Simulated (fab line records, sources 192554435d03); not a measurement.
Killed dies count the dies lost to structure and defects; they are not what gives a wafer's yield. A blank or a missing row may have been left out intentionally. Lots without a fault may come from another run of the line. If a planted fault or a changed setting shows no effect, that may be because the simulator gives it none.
fab line records    flow n5_finfet
[record] lots = 7  wafers = 39
route steps=1938 shown ZERO_LAYER@4 SD_EPI_N@288 SD_ACTIVATION@330 MOL_CONTACT_COAG@624
start_h: the number of hours between the record's first day and the start of the first shown wafer of the lot    wait_h: hours elapsed since this lot's preceding step    " same as the row above    L1.1+2: a row that stands for several wafers    - no value present, or no start provided    * or withheld: withheld    < > ~ a bound
route shown NAME@n: NAME is a module with steps in the file, n the number in the route of the first one    usual: average and standard deviation across the fault-free wafers    same: alike in all rows    chamber/n: place in a boat    sites: each site's reading    _std_site: how widely they spread, as a standard deviation    _edge_site: mean of outer sites minus mean of inner sites    radius_mm: for every site, how far away it sits from the centre of the wafer    mask NAME#n: copy n    behind: the tool/chamber that last shaped the wafer    hold: what put the lot on hold/how long, in hours/how the hold closed    device: the transistor (n, p or np) that didn't switch    end of line: tests run on the same wafers once the route is complete    a step without rows: its recipe alone    killed: count of dies lost to structure and defects at first sort (not the wafer's yield)    map: a wafer's dies, marking killed ones x, the rest . and places with no die _
set.NAME: the setting the step ran with; set.NAME@STEP: the setting that earlier step ran with    model.NAME: the simulator's own value behind a step, which no gauge read
lots where settings were altered on purpose, with a table for each step and a row for each wafer
[[steps]]
[step N5_ZERO_LAYER_PECVD_02]
[recipe] material = SiO2  target_thk_a = 100  temp_c = 400  precursor = SiH4/N2O  pressure_torr = 0.75  rf_w = 275  time_s = 6
lot.wafer  tool      chamber  start_h  wait_h  set.time_s  model.SiO2_of_ZERO_LAYER_PECVD_02.thk_nm
L079.2     pecvd-03  0        42.28    0.0     6           10.06
L079.3     "         2        "        "       6           10.2
L079.5     "         1        "        "       6           10.25
L083.1     pecvd-01  2        66.28    0.0     6           10.03
L083.2     "         0        "        "       9.234       15.34
L083.3     "         1        "        "       6           9.914
L083.4     "         0        "        "       9.234       15.49
L083.5     "         2        "        "       9.234       15.51
L083.6     "         1        "        "       6           9.956
L084.1     pecvd-03  0        72.29    0.0     6           9.995
L084.2     "         1        "        "       6           10.02
L084.3+5   "         2,1      "        "       6           10.16
L084.4     "         2        "        "       6           10.28
L084.6     "         0        "        "       6           10.03
L085.1     pecvd-03  1        78.28    0.0     6           9.994
L085.2     "         0        "        "       7.965       13.06
L085.3     "         2        "        "       7.965       13.29
L085.4     "         2        "        "       6           10.22
L085.5     "         0        "        "       6           10.02
L085.6     "         1        "        "       7.965       13.42
L087.1     pecvd-01  0        90.28    0.0     6           10
L087.2     "         2        "        "       8.167       13.58
L087.3     "         1        "        "       6           9.69
L087.4     "         2        "        "       6           10.07
L087.5     "         0        "        "       8.167       13.7
L087.6     "         1        "        "       8.167       13.6
L088.1     pecvd-03  0        96.28    0.0     7.747       12.4
L088.2     "         1        "        "       7.747       12.56
L088.3     "         2        "        "       6           9.893
L088.4     "         2        "        "       7.747       12.87
L088.5     "         1        "        "       6           9.829
L088.6     "         0        "        "       6           9.72
L092.1     pecvd-03  0        120.28   0.0     6           9.715
L092.2     "         2        "        "       6           9.886
L092.3     "         1        "        "       6           9.907
L092.4     "         2        "        "       6           10.24
L092.5     "         0        "        "       6           9.895
L092.6     "         1        "        "       6           10.11
[step N5_SD_EPI_N_EPI_21]
[recipe] material = Si:P  dopant = P  temp_c = 680  pressure_torr = 255  time_s = 690
lot.wafer   tool          chamber  start_h  wait_h  set.epi_growth_time_s  model.Si-P_of_SD_EPI_N_EPI_21.thk_nm
L079.2      epi_rpcvd-01  0        83.21    0.4     690                    59.8
L079.3+5    "             0        "        "       690                    59.4
L083.1+5+6  epi_rpcvd-01  0        105.55   0.1     912.2                  71.8
L083.2+3    "             0        "        "       690                    59.2
L083.4      "             0        "        "       690                    58.8
L084.1+2    epi_rpcvd-04  0        113.69   0.2     415.1                  38
L084.3+6    "             0        "        "       690                    58.6
L084.4      "             0        "        "       415.1                  37.8
L084.5      "             0        "        "       690                    59
L085.1      epi_rpcvd-04  0        120.31   0.2     690                    59.2
L085.2+4    "             0        "        "       690                    58.6
L085.3      "             0        "        "       690                    59
L085.5      "             0        "        "       690                    58.4
L085.6      "             0        "        "       690                    58.8
L087.1      epi_rpcvd-04  0        132.66   0.3     690                    59.2
L087.2+6    "             0        "        "       690                    58.8
L087.3      "             0        "        "       690                    59
L087.4      "             0        "        "       690                    58.4
L087.5      "             0        "        "       690                    58.6
L088.1      epi_rpcvd-01  0        136.58   0.2     952                    74.2
L088.2      "             0        "        "       952                    73.4
L088.3      "             0        "        "       690                    58
L088.4      "             0        "        "       690                    57.6
L088.5      "             0        "        "       690                    58.4
L088.6      "             0        "        "       952                    73.8
L092.1      epi_rpcvd-01  0        159.00   0.1     690                    58.6
L092.2      "             0        "        "       690                    58.8
L092.3      "             0        "        "       690                    59
L092.4+6    "             0        "        "       690                    58.4
L092.5      "             0        "        "       690                    59.2
[step N5_SD_EPI_N_EPI_MEAS_23]
[recipe] mode = xrd
[usual] thk_nm = 58.8/1.1
lot.wafer  tool           chamber  start_h  wait_h  set.epi_growth_time_s@SD_EPI_N_EPI_21  thk_nm
L079.2     film_metro-01  -        84.65    1.2     690                                    59.9
L079.3     "              -        "        "       690                                    59.6
L079.5     "              -        "        "       690                                    57.9
L083.1     film_metro-01  -        107.27   1.4     912.2                                  72.0
L083.2     "              -        "        "       690                                    60.3
L083.3     "              -        "        "       690                                    58.7
L083.4     "              -        "        "       690                                    59.4
L083.5     "              -        "        "       912.2                                  72.0
L083.6     "              -        "        "       912.2                                  71.7
L084.1     film_metro-02  -        115.97   1.9     415.1                                  37.2
L084.2     "              -        "        "       415.1                                  37.5
L084.3     "              -        "        "       690                                    57.9
L084.4     "              -        "        "       415.1                                  37.8
L084.5     "              -        "        "       690                                    58.7
L084.6     "              -        "        "       690                                    57.9
L085.1     film_metro-02  -        122.58   1.9     690                                    59.5
L085.2     "              -        "        "       690                                    59.3
L085.3     "              -        "        "       690                                    58.8
L085.4     "              -        "        "       690                                    60.2
L085.5     "              -        "        "       690                                    58.2
L085.6     "              -        "        "       690                                    58.9
L087.1     film_metro-02  -        135.68   2.5     690                                    58.4
L087.2     "              -        "        "       690                                    56.6
L087.3     "              -        "        "       690                                    59.1
L087.4     "              -        "        "       690                                    57.5
L087.5     "              -        "        "       690                                    56.6
L087.6     "              -        "        "       690                                    58.7
L088.1     film_metro-02  -        138.85   1.9     952                                    74.9
L088.2     "              -        "        "       952                                    74.3
L088.3     "              -        "        "       690                                    58.1
L088.4     "              -        "        "       690                                    55.8
L088.5     "              -        "        "       690                                    57.7
L088.6     "              -        "        "       952                                    74.2
L092.1     film_metro-01  -        160.72   1.4     690                                    57.7
L092.2     "              -        "        "       690                                    58.2
L092.3     "              -        "        "       690                                    58.7
L092.4     "              -        "        "       690                                    60.4
L092.5     "              -        "        "       690                                    59.2
L092.6     "              -        "        "       690                                    57.4
[step N5_SD_EPI_N_PRECLEAN_24]
[recipe] chemistry = O3/DIW  time_s = 60  temp_c = 22  o3_ppm = 10
[step N5_SD_EPI_N_SRD_25]
[recipe] time_s = 30  temp_c = 23  rinse_liquid = diw  dry = ipa_marangoni
[step N5_SD_ACTIVATION_RTA_00]
[recipe] temp_c = 975  time_s = 0  ambient = N2  idle_temp_c = 600  ramp_up_c_per_s = 150  ramp_down_c_per_s = 60  cool_to_c = 600
[step N5_SD_ACTIVATION_LSA_01]
[recipe] temp_c = 1080  time_s = 0.0008  ambient = N2
[step N5_SD_ACTIVATION_RS_MEAS_03]
[recipe] thk_meas_gauge = four-point-probe
[usual] RS_SD_N = 21.96/0.26  RS_SD_P = 56.0/1
lot.wafer  tool           chamber  start_h  wait_h  set.epi_growth_time_s@SD_EPI_N_EPI_21  RS_SD_N[ohm/sq]  RS_SD_P[ohm/sq]
L079.2     film_metro-01  -        93.47    0.2     690                                    21.51            57.1
L079.3     "              -        "        "       690                                    21.60            56.1
L079.5     "              -        "        "       690                                    21.85            55.9
L083.1     film_metro-02  -        112.58   0.2     912.2                                  18.00            55.9
L083.2     "              -        "        "       690                                    21.95            55.9
L083.3     "              -        "        "       690                                    21.75            55.3
L083.4     "              -        "        "       690                                    22.15            55.9
L083.5     "              -        "        "       912.2                                  18.14            56.4
L083.6     "              -        "        "       912.2                                  17.99            56.1
L084.1     film_metro-02  -        122.07   0.2     415.1                                  33.92            55.8
L084.2     "              -        "        "       415.1                                  33.96            55.8
L084.3     "              -        "        "       690                                    22.27            54.9
L084.4     "              -        "        "       415.1                                  34.21            54.8
L084.5     "              -        "        "       690                                    21.80            55.5
L084.6     "              -        "        "       690                                    22.02            55.2
L085.1     film_metro-01  -        128.57   0.2     690                                    22.04            57.3
L085.2     "              -        "        "       690                                    22.19            55.5
L085.3     "              -        "        "       690                                    21.95            55.1
L085.4     "              -        "        "       690                                    22.15            56.2
L085.5     "              -        "        "       690                                    22.30            55.9
L085.6     "              -        "        "       690                                    21.85            56.0
L087.1     film_metro-01  -        143.14   0.2     690                                    22.01            56.1
L087.2     "              -        "        "       690                                    22.08            55.3
L087.3     "              -        "        "       690                                    21.93            56.3
L087.4     "              -        "        "       690                                    22.17            55.9
L087.5     "              -        "        "       690                                    21.91            55.7
L087.6     "              -        "        "       690                                    21.98            55.6
L088.1     film_metro-01  -        144.38   0.2     952                                    17.35            57.8
L088.2     "              -        "        "       952                                    17.74            57.5
L088.3     "              -        "        "       690                                    22.28            57.6
L088.4     "              -        "        "       690                                    22.50            57.6
L088.5     "              -        "        "       690                                    22.22            57.5
L088.6     "              -        "        "       952                                    17.56            56.4
L092.1     film_metro-01  -        166.50   0.2     690                                    21.90            57.1
L092.2     "              -        "        "       690                                    21.89            56.5
L092.3     "              -        "        "       690                                    21.83            56.7
L092.4     "              -        "        "       690                                    21.86            57.2
L092.5     "              -        "        "       690                                    21.75            57.4
L092.6     "              -        "        "       690                                    22.09            56.4
[step N5_MOL_CONTACT_COAG_CVD_140]
[recipe] material = W  target_thk_a = 665  mode = selective_fill  temp_c = 300  time_s = 215
lot.wafer  tool      chamber  start_h  wait_h  set.target_thk_a  model.W_of_MOL_CONTACT_COAG_CVD_140.thk_nm
L079.2     cvd_w-02  0        137.43   0.1     665               66.6
L079.3     "         0        "        "       665               66.4
L079.5     "         0        "        "       665               66.8
L083.1     cvd_w-02  1        155.13   0.1     665               66
L083.2     "         0        "        "       808.5             81.8
L083.3     "         1        "        "       808.5             81.6
L083.4     "         0        "        "       665               67.2
L083.5     "         1        "        "       808.5             81.2
L083.6     "         0        "        "       665               67.6
L084.1     cvd_w-01  0        164.16   0.1     665               66.4
L084.2     "         1        "        "       665               65.2
L084.3     "         0        "        "       375.9             37.4
L084.4     "         1        "        "       375.9             37.6
L084.5     "         0        "        "       665               66
L084.6     "         1        "        "       375.9             37.2
L085.1+4   cvd_w-02  0        169.80   0.1     665               66.6
L085.2     "         1        "        "       920.9             92.4
L085.3     "         1        "        "       665               66
L085.5+6   "         0,1      "        "       920.9             92.2
L087.1     cvd_w-02  1        184.77   0.1     665               66.8
L087.2     "         0        "        "       665               67.2
L087.3     "         0        "        "       665               66.6
L087.4     "         1        "        "       1023              101.8
L087.5     "         0        "        "       1023              102.2
L087.6     "         1        "        "       1023              102.4
L088.1+4   cvd_w-02  0        189.68   0.1     665               66.4
L088.2     "         1        "        "       485.3             48
L088.3+6   "         1,0      "        "       485.3             48.4
L088.5     "         1        "        "       665               67.2
L092.1+5   cvd_w-01  0,1      206.90   0.1     665               66.4
L092.2     "         1        "        "       665               66
L092.3+4   "         1,0      "        "       665               66.2
L092.6     "         0        "        "       665               65.2
[step N5_MOL_CONTACT_COAG_PRECLEAN_127]
[recipe] chemistry = DIW  time_s = 57.5  temp_c = 23
[step N5_MOL_CONTACT_COAG_SRD_128]
[recipe] dry_time_s = 32  dry = n2_spin  spin_rpm = 1500
[step N5_MOL_CONTACT_COAG_CMP_52]
[recipe] stop_on = SiO2  t_overpolish_s = 1.5  post_cmp_clean = w_dilute_nh4oh  down_force_psi = 4  platen_rpm = 50.289  pad_velocity_m_s = 1.0006  target_thk_nm = 66.5
lot.wafer  tool    chamber  start_h  wait_h  set.target_thk_a@MOL_CONTACT_COAG_CVD_140  model.W_of_MOL_CONTACT_COAG_CVD_140.thk_nm
L079.2     cmp-03  3        137.87   0.1     665                                        66.6
L079.3     "       0        "        "       665                                        66.4
L079.5     "       3        "        "       665                                        66.8
L083.2     cmp-04  3        155.45   0.0     808.5                                      67.2
L083.1     "       0        "        "       665                                        66
L083.3     "       1        "        "       808.5                                      68.4
L083.4     "       2        "        "       665                                        67.2
L083.6     "       3        "        "       665                                        67.6
L083.5     "       0        "        "       808.5                                      66.4
L084.1     cmp-02  2        164.48   0.0     665                                        66.4
L084.2     "       3        "        "       665                                        65.2
L084.4     "       0        "        "       375.9                                      37.6
L084.3     "       1        "        "       375.9                                      37.4
L084.6     "       2        "        "       375.9                                      37.2
L084.5     "       3        "        "       665                                        66
L085.4+1   cmp-04  0,2      170.12   0.0     665                                        66.6
L085.3     "       1        "        "       665                                        66
L085.2     "       3        "        "       920.9                                      67.4
L085.5     "       0        "        "       920.9                                      68.2
L085.6     "       1        "        "       920.9                                      68.6
L087.1     cmp-02  2        185.10   0.0     665                                        66.8
L087.4     "       3        "        "       1023                                       64.6
L087.3     "       0        "        "       665                                        66.6
L087.2     "       1        "        "       665                                        67.2
L087.5     "       2        "        "       1023                                       66.8
L087.6     "       3        "        "       1023                                       64.8
L088.1+4   cmp-03  3,0      190.00   0.0     665                                        66.4
L088.2     "       1        "        "       485.3                                      48
L088.3+6   "       2,3      "        "       485.3                                      48.4
L088.5     "       0        "        "       665                                        67.2
L092.3+4   cmp-04  1,3      207.22   0.0     665                                        66.2
L092.2     "       2        "        "       665                                        66
L092.1+5   "       0,1      "        "       665                                        66.4
L092.6     "       2        "        "       665                                        65.2
[[key]]
[split] step = N5_ZERO_LAYER_PECVD_02  setting = time_s  stated = 6  by = wafer
[response] step = N5_ZERO_LAYER_PECVD_02  reading = model.SiO2_of_ZERO_LAYER_PECVD_02.thk_nm  change = +0.1  per = 1%  r = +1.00
[split] step = N5_SD_EPI_N_EPI_21  setting = epi_growth_time_s  stated = 690  by = wafer
[response] step = N5_SD_EPI_N_EPI_21  reading = model.Si-P_of_SD_EPI_N_EPI_21.thk_nm  change = +0.452  per = 1%  r = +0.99
[response] step = N5_SD_EPI_N_EPI_MEAS_23  reading = thk_nm  change = *  per = 1%  r = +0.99
[response] step = N5_SD_ACTIVATION_RS_MEAS_03  reading = RS_SD_N  change = -0.193  per = 1%  r = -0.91
[split] step = N5_MOL_CONTACT_COAG_CVD_140  setting = target_thk_a  stated = 665  by = wafer
[response] step = N5_MOL_CONTACT_COAG_CVD_140  reading = model.W_of_MOL_CONTACT_COAG_CVD_140.thk_nm  change = +0.662  per = 1%  r = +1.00
[response] step = N5_MOL_CONTACT_COAG_CMP_52  reading = model.W_of_MOL_CONTACT_COAG_CVD_140.thk_nm  shape = bent  at_lowest = 37.4  at_stated = 66.43  at_highest = 65.4
